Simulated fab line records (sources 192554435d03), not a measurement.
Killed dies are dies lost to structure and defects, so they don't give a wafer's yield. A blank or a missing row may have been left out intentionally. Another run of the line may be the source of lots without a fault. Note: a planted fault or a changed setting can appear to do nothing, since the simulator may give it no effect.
Struck lot and sound lot, side by side + flow n5Finfet + 32 out of 1938 route steps
Sound: wafers L622.2, L622.5, L622.6. Struck: wafers L638.1, L638.2. (L638.5 of the same lot was not struck and is left out.) The cause comes at the end.
For every step that has rows: the tool of each side, followed by ch and its chambers, followed by its first start. Under that, the readings that differ: sound wafers + struck wafers + difference of the means + sigmas: that difference in standard deviations of wafers without a fault.
alike: readings whose means differ by less than 2 such deviations, and words and numbers that are the same on both sides. not compared: withheld readings, readings that some wafer has no value for, bounds like >300 that may hide the same value, and numbers for which the record gives no deviation and whose values overlap.
The two part at a step that has a row with sigmas, a row that says differs or no value, or rows on one side only. Non-overlapping numbers with no deviation appear without sigmas and do not part them. Lack of a reading on every wafer of one side parts them only where that side has two or more wafers.

first, 5 steps without rows for these wafers: N5_BEOL_M12_SOFTBAKE_23 (time 60 s); N5_BEOL_M12_EXPOSE_25 (exposes mask M12); N5_BEOL_M12_PEB_26 (peb time 90 s); N5_BEOL_M12_DEVELOP_27 (develop time 45 s); N5_BEOL_M12_HARDBAKE_32 (time 120 s).
N5_BEOL_M12_CD_MEAS_28: the cd target is 160.2 nm.
  sound on cdSem-02 ch 0, day 11 15:34; struck on cdSem-01 ch 0, day 15 05:49
  alike: cdNm
N5_BEOL_M12_OVL_MEAS_29:
  sound on overlay-01 ch 0, day 11 15:35; struck on overlay-01 ch 0, day 15 05:51
  alike: M12_OVL
N5_BEOL_M12_INSPECT_30: inspects for defects (macro).
  sound on defectInspect-01 at day 11 15:37; struck on defectInspect-01 at day 15 05:52
  alike: rawDefectCount
then, 1 step without rows for these wafers: N5_BEOL_M12_DESCUM_33 (chemistry O2, time 7.9 s).
N5_BEOL_M12_ETCH_67: etches SiARC in CF4, target depth 143 nm, time 238.3 s.
  sound on rieDiel-01 ch 0,3, day 11 15:59; struck on rieDiel-01 ch 0,1, day 15 05:56
  alike: drypumpMotorCurrentA, etchRfOnTimeS, oesProductAu, rfVppV, showerheadPlenumPTorr, throttleValvePct
  not compared: rfHoursCounterH
N5_BEOL_M12_ETCH_68: etches SOC in N2/H2, time 285 s.
  sound on rieDiel-01 ch 0,3, day 11 16:08; struck on rieDiel-01 ch 0,1, day 15 06:05
  alike: drypumpMotorCurrentA, n2FlowSccm, oesProductAu, rfVppV, showerheadPlenumPTorr, throttleValvePct
  not compared: rfHoursCounterH
then, 1 step without rows for these wafers: N5_BEOL_M12_STRIP_69 (strips in N2/H2).
N5_BEOL_M12_TRENCH_ETCH_34: etches SiOC in C4F8/O2/Ar, target depth 318.95 nm, time 125.5 s.
  sound on rieDiel-01 ch 0,3, day 11 16:19; struck on rieDiel-01 ch 0,1, day 15 06:16
| reading                 | sound           | struck      | difference | sigmas |
|-------------------------|-----------------|-------------|------------|--------|
| model.etch.depthNm (nm) | 311.4 314 320.8 | 309.8 302.3 | -9.3       |        |
  alike: O2_flow_sccm, drypumpMotorCurrentA, oesProductAu, rfVppV, showerheadPlenumPTorr, throttleValvePct
  not compared: rfHoursCounterH
then, 1 step without rows for these wafers: N5_BEOL_M12_STRIP_70 (strips in C4F8/O2/Ar).
N5_BEOL_M12_OCD_MEAS_35:
  sound on ocd-01 at day 11 16:28; struck on ocd-02 at day 15 06:25
| reading            | sound       | struck  | difference | sigmas |
|--------------------|-------------|---------|------------|--------|
| trenchDepthNm (nm) | 311 314 321 | 310 302 | -9         | -2     |
N5_BEOL_M12_STRIP_37: strips in N2/H2.
  sound on plasmaAsher-01 ch 0,1, day 11 16:31; struck on plasmaAsher-01 ch 0,1, day 15 06:28
  alike: drypumpMotorCurrentA, heaterPowerW, n2FlowSccm, oesProductAu
  not compared: rfHoursCounterH
then, 6 steps without rows for these wafers: N5_BEOL_M12_ETCH_38 (etches SiCN in CF4/N2, target depth 68.7 nm, time 73.4 s); N5_BEOL_M12_PRECLEAN_39 (cleans in residue remover, time 60 s); N5_BEOL_M12_SRD_40 (time 30 s, dry time 30 s); N5_BEOL_M12_DEGAS_41 (time 60 s); N5_BEOL_M12_PRE_CLEAN_42 (time 30 s); N5_BEOL_M12_SPUTTER_43 (material TaN, target thk 15 nm, time 24.19 s).
N5_BEOL_M12_SPUTTER_44: material Ta, target thk 10 nm, time 16.13 s.
  sound on pvdSputter-01 at day 11 18:42; struck on pvdSputter-03 at day 15 09:13
  alike: biasV, chamberPressurePa, susceptorTempC, throttleValvePct
then, 2 steps without rows for these wafers: N5_BEOL_M12_SPUTTER_45 (material Cu, target thk 80 nm, time 13.33 s); N5_BEOL_M12_ECD_47 (material Cu, target thk 720 nm).
N5_BEOL_M12_ANNEAL_48: time 90 s.
  sound on rtpAnneal-02 ch 0, day 11 19:05; struck on rtpAnneal-01 ch 0, day 15 09:34
  alike: annealTempC, wafer_temp_C_max
N5_BEOL_M12_CMP_49: polishes, stops on SiOC, t overpolish 20.6 s, target thk 320 nm.
  sound on cmp-02 ch 1,2,3, day 11 19:25; struck on cmp-04 ch 0,3, day 15 09:53
| reading                                | sound           | struck      | difference | sigmas |
|----------------------------------------|-----------------|-------------|------------|--------|
| model.Cu_of_BEOL_M12_ECD_47.thkNm (nm) | 314.2 317 322.8 | 310.4 302.8 | -11.4      |        |
  alike: barrierFieldEndpointS, motorCurrentA, overpolishRunS
N5_BEOL_M12_THK_MEAS_50: measures by xrf.
  sound on filmMetro-02 at day 11 19:38; struck on filmMetro-02 at day 15 10:09
  alike: M12_THK
then, 2 steps without rows for these wafers: N5_BEOL_M12_PRE_CLEAN_52 (time 15 s); N5_BEOL_M12_DEP_53 (deposits SiCN from 3MS/NH3, target thk 30 nm, time 10.5 s).
N5_BEOL_M12_RS_MEAS_54: measurement is done with a four-point probe.
  sound on filmMetro-02 at day 11 19:46; struck on filmMetro-02 at day 15 10:17
| reading         | sound                | struck        | difference | sigmas |
|-----------------|----------------------|---------------|------------|--------|
| M12_RS (ohm/sq) | 0.0611 0.0606 0.0596 | 0.0618 0.0636 | +0.0023    | +2     |
N5_BEOL_M12_INSPECT_55: inspects for defects (darkfield).
  sound on defectInspect-02 at day 11 19:47; struck on defectInspect-01 at day 15 10:18
| reading        | sound     | struck | difference | sigmas |
|----------------|-----------|--------|------------|--------|
| rawDefectCount | 90 136 76 | 42 28  | -66        | -3     |

== WHERE THEY PART ==
First at N5_BEOL_M12_OCD_MEAS_35; last, within this record, at N5_BEOL_M12_INSPECT_55.

WHY: the cause the simulator had injected
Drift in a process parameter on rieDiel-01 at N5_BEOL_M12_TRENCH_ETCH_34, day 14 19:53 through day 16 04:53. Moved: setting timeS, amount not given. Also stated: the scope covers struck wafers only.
